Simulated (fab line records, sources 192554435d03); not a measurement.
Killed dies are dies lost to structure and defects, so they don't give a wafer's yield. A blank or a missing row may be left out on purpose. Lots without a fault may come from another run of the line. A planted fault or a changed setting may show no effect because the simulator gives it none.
fab line records | flow n5_finfet
record lots=6 wafers=18 last_day=17
route steps=1938 shown BEOL_M0_SAQP@681 BEOL_M4@1111 PASSIVATION@1936
lots that met no fault: from a run of the same line without faults
start_h: hours from the record's first day to the start of the lot's first wafer shown | wait_h: hours since the lot's step before | " the same as in the row above | L1.1+2: a row that stands for several wafers | - no value, or no start given | * or withheld: withheld | < > ~ a bound
route shown NAME@n: a module of which the file shows steps, and the number in the route of the first | usual: mean/standard deviation of fault-free wafers | same: alike in all rows | chamber/n: place in a boat | sites: the reading at each site | _std_site: their standard deviation | _edge_site: outer sites' mean less inner sites' | radius_mm: how far each site lies from the wafer's centre | mask NAME#n: copy n | behind: the tool/chamber that last shaped the wafer | hold: why the lot was held/for how many hours/how that ended | device: the transistor (n, p or np) that didn't switch | end of line: the same wafers' tests at the end of the route | a step without rows: its recipe alone | killed: dies lost to structure and defects at the first sort, not the wafer's yield | map: a wafer's dies, x killed, . not, _ none there
set.NAME: the setting as run; set.NAME@STEP: as run at that earlier step | model.NAME: the simulator's own value behind a step, which no gauge read
lots at some steps of the route; a table a step, a row a wafer
services: from which hour (start_h, from the record's first day; less than 0 if before it) a tool's chamber was out of use, for how many hours, and why
## steps
# step N5_BEOL_M0_SAQP_COAT_72
# recipe resist=SiARC temp_c=220 time_s=60 spin_rpm=1500 resist_thk_nm=15
# step N5_BEOL_M0_SAQP_COAT_87
# recipe resist=underlayer temp_c=205 time_s=60 spin_rpm=1500 resist_thk_nm=5
# step N5_BEOL_M0_SAQP_COAT_34
# recipe resist=CAR-EUV spin_rpm=1500 resist_thk_nm=30
# step N5_BEOL_M0_SAQP_EBR_36
# recipe solvent=PGMEA ebr_width_mm=1.5
# step N5_BEOL_M0_SAQP_SOFTBAKE_35
# recipe temp_c=110 time_s=60 resist=CAR-EUV
# step N5_BEOL_M0_SAQP_EXPOSE_37
# recipe mask_id=M0_CUT1 na=0.33 source_shape=annular sigma_inner=0.35 sigma_outer=0.8 polarization=unpolarized target_cd_nm=30 dose_mj=44.75
# step N5_BEOL_M0_SAQP_PEB_38
# recipe peb_temp_c=100 peb_time_s=60 resist=CAR-EUV
# step N5_BEOL_M0_SAQP_DEVELOP_39
# recipe develop_time_s=30 developer=TMAH resist=CAR-EUV rinse_liquid=surfactant_rinse dry=air_spin dev_temp_c=23
# step N5_BEOL_M0_SAQP_CD_MEAS_40
# recipe target_cd_nm=30 landing_energy_ev=500 detector=se_inlens
# usual cd_nm=30.0/0.33
# columns lot.wafer tool chamber start_h wait_h cd_nm
L504.2 cd_sem-02 0 135.55 - 30.1
L504.3 " 0 " " 29.8
L504.5 " 0 " " 29.4
L513.4 cd_sem-03 0 192.68 - 30.0
L513.5 " 0 " " 30.2
L513.6 " 0 " " 29.9
L514.1 cd_sem-01 0 194.72 - 30.1
L514.2 " 0 " " 30.1
L514.4 " 0 " " 29.7
L521.2 cd_sem-01 0 240.27 - 30.3
L521.4 " 0 " " 29.8
L521.5 " 0 " " 30.0
L522.1 cd_sem-01 0 249.40 - 30.2
L522.4 " 0 " " 30.3
L522.5 " 0 " " 29.7
L523.2 cd_sem-03 0 249.45 - 30.4
L523.4 " 0 " " 30.2
L523.5 " 0 " " 30.1
# step N5_BEOL_M0_SAQP_OVL_MEAS_41
# recipe points_per_wafer=522
# usual M0_CUT1_OVL=-0.2/0.78
# columns lot.wafer tool chamber start_h wait_h M0_CUT1_OVL[nm]
L504.2 overlay-01 0 135.58 0.0 1.7
L504.3 " 0 " " 0.5
L504.5 " 0 " " 0.5
L513.4 overlay-02 0 192.72 0.0 -0.7
L513.5 " 0 " " -0.8
L513.6 " 0 " " 0.1
L514.1 overlay-01 0 194.75 0.0 -1.7
L514.2 " 0 " " -1.7
L514.4 " 0 " " -1.5
L521.2 overlay-01 0 240.31 0.0 -0.2
L521.4 " 0 " " -0.3
L521.5 " 0 " " 0.0
L522.1 overlay-02 0 249.45 0.0 0.6
L522.4 " 0 " " -0.7
L522.5 " 0 " " -0.2
L523.2 overlay-02 0 249.49 0.0 -1.2
L523.4 " 0 " " -1.3
L523.5 " 0 " " -1.8
# step N5_BEOL_M0_SAQP_INSPECT_42
# recipe mode=adi inspect_instrument=brightfield
# usual raw_defect_count=278/76
# columns lot.wafer tool chamber start_h wait_h raw_defect_count
L504.2 defect_inspect-02 - 135.64 0.0 193
L504.3 " - " " 411
L504.5 " - " " 180
L513.4 defect_inspect-02 - 192.77 0.0 376
L513.5 " - " " 247
L513.6 " - " " 409
L514.1 defect_inspect-02 - 194.81 0.1 230
L514.2 " - " " 157
L514.4 " - " " 280
L521.2 defect_inspect-01 - 240.36 0.0 286
L521.4 " - " " 302
L521.5 " - " " 375
L522.1 defect_inspect-02 - 249.50 0.1 189
L522.4 " - " " 187
L522.5 " - " " 216
L523.2 defect_inspect-01 - 249.55 0.0 266
L523.4 " - " " 438
L523.5 " - " " 255
# step N5_BEOL_M0_SAQP_DESCUM_45
# recipe chemistry=O2 time_s=7 source_power_w=50 bias_power_w=20 pressure_mtorr=20 rf_frequency_hz=2.712e+07 temp_c=40 resist=CAR-EUV o2_flow_sccm=225
# usual drypump_motor_current_A=5.7/0.37 oes_product_au=0.76/0.076 rf_vpp_V=243.0/1.3 showerhead_plenum_p_Torr=2.07/0.062 throttle_valve_pct=20.46/0.21
# columns lot.wafer tool chamber start_h wait_h drypump_motor_current_A oes_product_au rf_hours_counter_h rf_vpp_V showerhead_plenum_p_Torr throttle_valve_pct
L504.2 rie_diel-01 1 135.70 0.1 5.5 0.75 174 241.9 2.08 20.52
L504.3 " 2 " " 6.3 0.76 138 242.8 2.00 20.28
L504.5 " 1 " " 5.4 0.75 - 242.6 2.08 20.51
L513.4 rie_diel-01 1 192.82 0.0 5.5 0.72 - 245.2 2.08 20.55
L513.5 " 3 " " 5.5 0.73 - 242.8 2.09 20.47
L513.6 " 2 " " 6.3 0.74 - 242.4 2.00 20.32
L514.1 rie_diel-01 2 194.84 0.0 6.3 0.75 155 242.4 2.00 20.32
L514.2 " 3 " " 5.5 0.73 172 242.8 2.08 20.47
L514.4 " 1 " " 5.5 0.73 - 243.3 2.08 20.57
L521.2 rie_diel-01 3 240.39 0.0 5.4 0.71 191 243.3 2.08 20.51
L521.4 " 3 " " 5.4 0.71 - 242.8 2.08 20.50
L521.5 " 2 " " 6.3 0.73 - 242.4 1.99 20.34
L522.1 rie_diel-01 3 250.18 0.7 5.4 0.71 195 243.3 2.08 20.52
L522.4 " 0 " " 5.7 0.69 244 243.2 2.09 20.57
L522.5 " 0 " " 5.7 0.69 - 242.3 2.09 20.56
L523.2 rie_diel-02 0 250.29 0.7 6.2 0.72 220 242.3 2.03 20.61
L523.4 " 2 " " 5.1 0.68 221 245.5 2.07 20.68
L523.5 " 0 " " 6.2 0.71 - 242.7 2.03 20.60
# step N5_BEOL_M0_SAQP_ETCH_88
# recipe chemistry=N2/H2 target=underlayer target_depth_a=65 time_s=5.2 ion_energy_ev=200 mask_material=CAR-EUV pressure_mtorr=30 source_w=840 bias_w=150 n2_flow_sccm=200 h2_flow_sccm=200 ends=cleared
# usual bias_w=150.0/0.47 chamber_pressure_mTorr=30.00/0.043 drypump_motor_current_A=5.7/0.37 etch_rf_on_time_s=5.20/0.21 oes_product_au=0.65/0.066 rf_vpp_V=523.2/2.2 showerhead_plenum_p_Torr=2.52/0.071 throttle_valve_pct=17.91/0.27
# columns lot.wafer tool chamber start_h wait_h bias_w chamber_pressure_mTorr drypump_motor_current_A etch_rf_on_time_s oes_product_au rf_hours_counter_h rf_vpp_V showerhead_plenum_p_Torr throttle_valve_pct
L504.2 rie_diel-01 1 135.74 0.0 149.5 30.03 5.5 5.08 0.64 174 524.3 2.52 17.93
L504.3 " 2 " " 149.6 29.96 6.3 5.06 0.67 138 518.8 2.46 18.04
L504.5 " 1 " " 150.6 29.94 5.5 5.04 0.65 - 522.2 2.52 17.91
L513.4 rie_diel-01 1 192.84 0.0 - - - - - - - - -
L513.5 " 3 " " - - - - - - - - -
L513.6 " 2 " " - - - - - - - - -
L514.1 rie_diel-01 2 194.88 0.0 - - - - - - - - -
L514.2 " 3 " " - - - - - - - - -
L514.4 " 1 " " - - - - - - - - -
L521.2 rie_diel-01 3 240.43 0.0 150.1 30.03 5.4 5.60 0.59 191 521.7 2.52 17.94
L521.4 " 3 " " 150.3 30.07 5.4 5.61 0.58 - 523.7 2.52 17.94
L521.5 " 2 " " 149.5 29.97 6.4 5.14 0.64 - 520.6 2.45 18.13
L522.1 rie_diel-01 3 250.22 0.0 150.3 29.93 5.4 5.63 0.59 195 521.5 2.52 17.95
L522.4 " 0 " " 150.4 29.98 5.7 5.10 0.59 244 521.5 2.50 17.70
L522.5 " 0 " " 149.9 29.98 5.7 5.09 0.59 - 524.1 2.50 17.72
L523.2 rie_diel-02 0 250.33 0.0 150.0 29.93 6.3 5.27 0.61 220 523.5 2.54 18.56
L523.4 " 2 " " 149.8 29.96 5.1 5.01 0.59 221 522.9 2.52 18.07
L523.5 " 0 " " 149.4 29.99 6.2 5.27 0.61 - 522.7 2.54 18.59
# step N5_BEOL_M0_SAQP_ETCH_73
# recipe chemistry=CF4 target=SiARC target_depth_a=195 mask_material=CAR-EUV time_s=32.5 ion_energy_ev=80 pressure_mtorr=40 source_w=545 bias_w=36 Ar_flow_sccm=100 cf4_flow_sccm=100 ends=cleared
# usual bias_w=35.99/0.11 cf4_flow_sccm=100.01/0.29 drypump_motor_current_A=5.7/0.37 etch_rf_on_time_s=32.7/1.5 oes_product_au=0.65/0.065 rf_vpp_V=183.8/1.1 showerhead_plenum_p_Torr=2.13/0.056 throttle_valve_pct=15.70/0.23
# columns lot.wafer tool chamber start_h wait_h bias_w cf4_flow_sccm drypump_motor_current_A etch_rf_on_time_s oes_product_au rf_hours_counter_h rf_vpp_V showerhead_plenum_p_Torr throttle_valve_pct
L504.2 rie_diel-01 1 135.75 0.0 35.97 99.59 5.5 31.2 0.65 174 184.2 2.15 15.85
L504.3 " 2 " " 36.01 100.03 6.3 32.2 0.68 138 184.2 2.06 15.59
L504.5 " 1 " " 35.91 99.75 5.4 31.3 0.65 - 183.5 2.15 15.86
L513.4 rie_diel-01 1 192.87 0.0 36.05 100.16 5.5 31.8 0.63 - 184.5 2.14 15.87
L513.5 " 3 " " 36.05 100.02 5.4 35.7 0.60 - 184.8 2.15 15.75
L513.6 " 2 " " 36.17 100.11 6.2 32.6 0.65 - 183.3 2.06 15.61
L514.1 rie_diel-01 2 194.90 0.0 35.97 99.49 6.3 32.6 0.65 155 182.8 2.06 15.62
L514.2 " 3 " " 35.79 100.04 5.4 36.1 0.59 172 183.5 2.15 15.76
L514.4 " 1 " " 35.85 99.78 5.5 31.8 0.62 - 185.6 2.14 15.88
L521.2 rie_diel-01 3 240.44 0.0 36.11 100.12 5.4 35.5 0.59 191 183.0 2.14 15.79
L521.4 " 3 " " 35.95 99.70 5.4 35.5 0.59 - 184.5 2.14 15.79
L521.5 " 2 " " 36.00 99.94 6.3 32.1 0.65 - 182.5 2.05 15.66
L522.1 rie_diel-01 3 250.24 0.0 35.94 100.24 5.4 35.4 0.59 195 183.7 2.14 15.79
L522.4 " 0 " " 36.05 100.47 5.6 31.5 0.60 244 185.4 2.11 15.62
L522.5 " 0 " " 35.97 100.54 5.7 31.2 0.60 - 184.0 2.11 15.64
L523.2 rie_diel-02 0 250.34 0.0 36.01 99.64 6.3 32.9 0.60 220 182.9 2.14 16.11
L523.4 " 2 " " 36.25 99.86 5.1 31.8 0.59 221 184.2 2.11 15.88
L523.5 " 0 " " 36.00 100.51 6.3 33.0 0.60 - 184.6 2.14 16.12
# step N5_BEOL_M4_RC_MEAS_101
# usual DIBL_N=37.5/2 DIBL_P=37.5/2.5 IOFF_N=0.18/0.042 IOFF_P=0.24/0.046 ION_N=677/15 ION_P=464/9.5 SS_N=72.0/0.76 SS_P=73.6/0.79 VT_N=249/3.5 VT_P=-249/3.2
# columns lot.wafer tool chamber start_h wait_h DIBL_N[mV/V] DIBL_P[mV/V] IOFF_N[nA/um] IOFF_P[nA/um] ION_N[uA/um] ION_P[uA/um] SS_N[mV/dec] SS_P[mV/dec] VT_N[mV] VT_P[mV]
L504.2 prober-02 0 182.70 0.2 38.2 35.4 0.17 0.23 671 462 72.1 73.1 252 -247
L504.3 " 0 " " 40.2 40.1 0.21 0.32 691 479 72.4 74.3 247 -244
L504.5 " 0 " " 36.9 33.5 0.15 0.21 660 461 72.1 72.7 254 -247
L514.1 prober-02 0 244.72 0.0 34.6 33.6 0.13 0.18 667 455 71.9 73.6 254 -251
L514.2 " 0 " " 34.9 34.2 0.15 0.21 657 455 71.8 72.4 249 -248
L514.4 " 0 " " 38.6 39.3 0.22 0.29 695 473 72.4 74.2 245 -244
L513.4 prober-02 0 247.66 0.5 38.5 38.1 0.20 0.23 670 453 73.3 74.0 248 -253
L513.5 " 0 " " 38.6 39.0 0.20 0.24 684 460 72.6 74.3 249 -250
L513.6 " 0 " " 36.4 36.3 0.17 0.21 672 459 71.6 73.0 253 -252
L521.2 prober-02 0 294.64 0.2 35.6 33.7 0.15 0.18 655 448 71.5 73.1 252 -255
L521.4 " 0 " " 39.6 39.1 0.22 0.26 681 459 72.5 74.7 247 -250
L521.5 " 0 " " 37.7 36.8 0.20 0.22 686 462 72.2 73.8 246 -250
L522.1 prober-01 0 305.25 0.0 39.0 37.2 0.21 0.22 659 448 72.9 74.2 250 -253
L522.4 " 0 " " 37.8 37.0 0.19 0.22 703 469 72.0 73.6 248 -250
L522.5 " 0 " " 37.5 37.1 0.18 0.21 693 473 71.9 73.5 246 -253
L523.2 prober-02 0 307.21 0.2 38.2 38.8 0.21 0.24 712 479 72.3 73.4 244 -250
L523.4 " 0 " " 34.5 35.0 0.14 0.19 678 470 70.9 72.2 249 -250
L523.5 " 0 " " 39.4 39.4 0.23 0.24 684 466 73.2 74.1 246 -249
# step N5_PASSIVATION_PROBE_49
# usual defect_limited_yield=91.8/1.5 killed_at_M0_to_M3=33/11 killed_at_M4_up=13/5 killed_at_contacts=11/5.6 killed_at_front_end=36/12 killed_at_other=3.4/2.5 killed_dies=97/18 killed_open=64/13 killed_short=31/6.9 sort_bin_5_function=4.8/1 sort_bin_6_memory=3.1/0.64 sort_n_pass=1083/18 sort_yield_pct=91.8/1.5
# same gross_dies=1180 killed_at_back_side=0 sort_bin_4_leakage[%]=0 sort_bin_8_speed[%]=0
# columns lot.wafer tool chamber start_h wait_h defect_limited_yield[%] killed_at_M0_to_M3 killed_at_M4_up killed_at_contacts killed_at_front_end killed_at_other killed_dies killed_open killed_short sort_bin_5_function[%] sort_bin_6_memory[%] sort_n_pass sort_yield_pct[%]
L504.2 prober-01 - 289.94 0.1 91.6 18 6 10 61 4 99 63 35 5.1 2.7 1081 91.6
L504.3 prober-01 - 289.99 0.1 90.2 45 14 9 45 3 116 79 37 5.7 3.8 1064 90.2
L504.5 prober-01 - 290.09 0.2 93.2 24 4 4 44 4 80 50 29 4.0 2.5 1100 93.2
L514.1 prober-02 - 355.35 0.0 91.6 40 14 5 37 3 99 58 39 4.6 3.5 1081 91.6
L514.2 prober-02 - 355.40 0.1 90.5 46 17 12 36 1 112 74 31 6.2 2.8 1068 90.5
L514.4 prober-02 - 355.50 0.2 93.1 35 11 0 29 6 81 45 35 3.9 2.7 1099 93.1
L521.2 prober-01 - 393.32 0.1 90.7 29 23 16 35 7 110 75 33 6.2 2.6 1070 90.7
L521.4 prober-01 - 393.42 0.2 89.2 26 16 9 72 4 127 76 45 6.2 3.7 1053 89.2
L521.5 prober-01 - 393.47 0.2 89.8 28 17 9 63 3 120 74 43 6.0 3.8 1060 89.8
L522.1 prober-02 - 409.38 0.0 93.8 16 20 6 27 4 73 51 22 3.6 2.6 1107 93.8
L522.4 prober-02 - 409.53 0.2 91.9 34 16 10 33 2 95 68 27 4.2 3.6 1085 91.9
L522.5 prober-02 - 409.58 0.2 91.6 36 13 20 28 2 99 69 29 4.2 3.6 1081 91.6
L523.2 prober-01 - 409.50 0.1 92.1 29 14 9 30 11 93 60 32 5.0 2.7 1087 92.1
L523.4 prober-01 - 409.60 0.2 92.4 32 15 12 25 6 90 70 20 4.5 3.1 1090 92.4
L523.5 prober-01 - 409.65 0.2 91.8 44 10 8 32 3 97 63 34 4.5 3.6 1083 91.8
# killed by level:class
L504.2 GATE_CUT:geometric_particle:short=12 STI_FIN_REVEAL:geometric_particle:open=10 FIN_SAQP:geometric_particle:open=9 MOL_CONTACT_COAG:geometric_particle:open=8 DUMMY_GATE:geometric_particle:open=6 DUMMY_GATE:geometric_particle:short=5 BEOL_M2:geometric_particle:open=5 BEOL_M3:geometric_particle:open=5
L504.3 STI_FIN_REVEAL:geometric_particle:open=12 BEOL_M1:geometric_particle:open=10 BEOL_M2:geometric_particle:open=9 BEOL_M3:geometric_particle:open=9 FIN_SAQP:geometric_particle:open=7 FIN_SAQP:geometric_particle:short=7 BEOL_M0_SAQP:geometric_particle:open=6 MOL_CONTACT_COAG:geometric_particle:open=5
L504.5 GATE_CUT:geometric_particle:short=10 FIN_SAQP:geometric_particle:open=9 BEOL_M0_SAQP:geometric_particle:open=7 STI_FIN_REVEAL:geometric_particle:open=6 FIN_SAQP:geometric_particle:short=5 BEOL_M3:geometric_particle:open=5 BEOL_M2:geometric_particle:open=4 GATE_CUT:geometric_particle:open=4
L514.1 BEOL_M0_SAQP:geometric_particle:short=14 STI_FIN_REVEAL:geometric_particle:open=9 BEOL_M0_SAQP:geometric_particle:open=9 STARTING-WAFER:geometric_particle:open=7 DUMMY_GATE:geometric_particle:short=5 BEOL_M8:geometric_particle:open=4 GATE_CUT:geometric_particle:short=4 BEOL_M0:geometric_particle:short=4
L514.2 STI_FIN_REVEAL:geometric_particle:open=16 MOL_CONTACT_COAG:geometric_particle:open=11 BEOL_M0_SAQP:geometric_particle:short=10 BEOL_M3:geometric_particle:open=7 BEOL_M6:geometric_particle:open=6 BEOL_M0_SAQP:geometric_particle:open=6 BEOL_M2:geometric_particle:open=6 BEOL_M0:geometric_particle:short=5
L514.4 BEOL_M2:geometric_particle:open=10 STI_FIN_REVEAL:geometric_particle:open=6 BEOL_M0_SAQP:geometric_particle:short=6 BEOL_M0:geometric_particle:short=6 FIN_SAQP:geometric_particle:short=5 BEOL_M0_SAQP:geometric_particle:open=5 BEOL_M4:geometric_particle:open=5 BEOL_M2:geometric_particle:short=4
L521.2 MOL_CONTACT_COAG:geometric_particle:open=12 BEOL_M3:geometric_particle:open=9 BEOL_M4:geometric_particle:open=8 DUMMY_GATE:geometric_particle:open=7 BEOL_M5:geometric_particle:open=7 BEOL_M0_SAQP:geometric_particle:open=6 FIN_SAQP:geometric_particle:short=5 BEOL_M2:geometric_particle:open=5
L521.4 FIN_SAQP:geometric_particle:short=16 BEOL_M2:geometric_particle:open=10 MOL_CONTACT_COAG:geometric_particle:open=9 GATE_CUT:geometric_particle:open=8 GATE_CUT:geometric_particle:short=8 FIN_SAQP:geometric_particle:open=7 STI_FIN_REVEAL:geometric_particle:open=7 HKMG_FIN:area_etch=6
L521.5 FIN_SAQP:geometric_particle:open=20 FIN_SAQP:geometric_particle:short=14 MOL_CONTACT_COAG:geometric_particle:open=8 BEOL_M0_SAQP:geometric_particle:open=7 BEOL_M0:geometric_particle:open=7 BEOL_M0_SAQP:geometric_particle:short=6 BEOL_M4:geometric_particle:open=6 STI_FIN_REVEAL:geometric_particle:open=5
L522.1 BEOL_M4:geometric_particle:open=9 STI_FIN_REVEAL:geometric_particle:open=7 BEOL_M0_SAQP:geometric_particle:open=7 FIN_SAQP:geometric_particle:short=5 FIN_SAQP:geometric_particle:open=5 MOL_CONTACT_COAG:geometric_particle:open=4 BEOL_M3:geometric_particle:open=4 DUMMY_GATE:geometric_particle:open=3
L523.2 FIN_SAQP:geometric_particle:short=9 MOL_CONTACT_COAG:geometric_particle:open=7 BEOL_M0_SAQP:geometric_particle:short=7 BEOL_M2:geometric_particle:open=7 BEOL_M0_SAQP:geometric_particle:open=6 FIN_SAQP:geometric_particle:open=5 BEOL_M4:geometric_particle:open=5 BEOL_M5:geometric_particle:open=5
L522.4 BEOL_M3:geometric_particle:open=18 BEOL_M4:geometric_particle:open=11 DUMMY_GATE:geometric_particle:open=7 MOL_CONTACT_COAG:geometric_particle:open=7 STI_FIN_REVEAL:geometric_particle:open=6 BEOL_M2:geometric_particle:open=5 FIN_SAQP:geometric_particle:short=4 BEOL_M0_SAQP:geometric_particle:short=4
L522.5 MOL_CONTACT_COAG:geometric_particle:open=16 BEOL_M0_SAQP:geometric_particle:open=10 BEOL_M0_SAQP:geometric_particle:short=9 STI_FIN_REVEAL:geometric_particle:open=7 DUMMY_GATE:geometric_particle:open=6 MOL_CONTACT_COAG:geometric_particle:short=4 BEOL_M2:geometric_particle:open=4 BEOL_M3:geometric_particle:open=4
L523.4 MOL_CONTACT_COAG:geometric_particle:open=10 BEOL_M2:geometric_particle:open=10 FIN_SAQP:geometric_particle:open=6 BEOL_M5:geometric_particle:open=6 BEOL_M0_SAQP:geometric_particle:short=6 BEOL_M3:geometric_particle:open=5 STI_FIN_REVEAL:geometric_particle:open=4 BEOL_M0_SAQP:geometric_particle:open=4
L523.5 BEOL_M3:geometric_particle:open=13 BEOL_M0_SAQP:geometric_particle:short=9 FIN_SAQP:geometric_particle:open=8 FIN_SAQP:geometric_particle:short=8 MOL_CONTACT_COAG:geometric_particle:open=7 BEOL_M0_SAQP:geometric_particle:open=7 DUMMY_GATE:geometric_particle:open=5 BEOL_M2:geometric_particle:open=5
## services
# columns tool chamber start_h hours kind
rie_diel-01 0 137.19 2.4 repair
rie_diel-01 3 176.74 8.3 repair
## key
first_sign step=N5_BEOL_M0_SAQP_ETCH_88 reading=tool_record direction=missing
effect none on later readings
met_at N5_BEOL_M0_SAQP_ETCH_88
struck_wafers L513.4,L513.5,L513.6,L514.1,L514.2,L514.4
onset_between 135.74 192.84
fault kind=skipped_step_whole tool=rie_diel-01 chamber=- onset_h=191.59 steps=N5_BEOL_M0_SAQP_ETCH_88 scope=struck_lots_only
